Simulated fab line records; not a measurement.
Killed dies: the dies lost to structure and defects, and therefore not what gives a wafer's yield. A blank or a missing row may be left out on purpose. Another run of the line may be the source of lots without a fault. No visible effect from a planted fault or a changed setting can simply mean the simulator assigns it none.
Matching of chambers -- flow nandHarc -- 4 sister chambers for NHARC_A_STAIRCASE_CMP_450 on cmp-02
The step polishes SiO2, target thk 200 nm. 4 wafers are shown with their chamber, then 10 later ones without.

## WAFERS, EACH WITH ITS CHAMBER
wafer,chamber,motorCurrentA (A)
L085.6,3,14.6
L094.5,1,13.1
L094.6,0,12.0
L092.5,2,9.7

## WAFERS WITHOUT THEIR CHAMBER
wafer,motorCurrentA (A)
L092.6,12.1
L091.1,10.2
L091.3,12.7
L091.4,14.0
L097.1,12.2
L097.2,12.5
L097.4,12.9
L096.3,13.4
L096.4,11.4
L096.6,13.0

## WHICH CHAMBER EACH ONE RAN IN
wafer,from the rows above,in truth
L092.6,0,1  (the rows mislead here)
L091.1,2,2
L091.3,can't be placed: 1 or 0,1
L091.4,can't be placed: 3 or 1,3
L097.1,can't be placed: 0 or 1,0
L097.2,can't be placed: 0 or 1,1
L097.4,can't be placed: 1 or 0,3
L096.3,1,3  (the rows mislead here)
L096.4,0,0
L096.6,1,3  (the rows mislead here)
Placed correctly: 2 of 10. Cannot be placed on the basis of these rows: 5; the candidates contain the true chamber in 4. Number placed wrongly: 3.
How it was worked out, from the rows above alone: a wafer's distance from a chamber is the root of the sum, over the readings, of the square of ((its reading less the chamber's mean) divided by the reading's scatter). If the next closest chamber is less than 2 further off than the closest, the wafer can't be placed; otherwise it belongs to the closest. For every chamber, the mean is computed from those of its wafers that are shown. The scatter: with one shown wafer a chamber, the root of the mean of the squares of how far each hidden wafer lies from its nearest shown one.
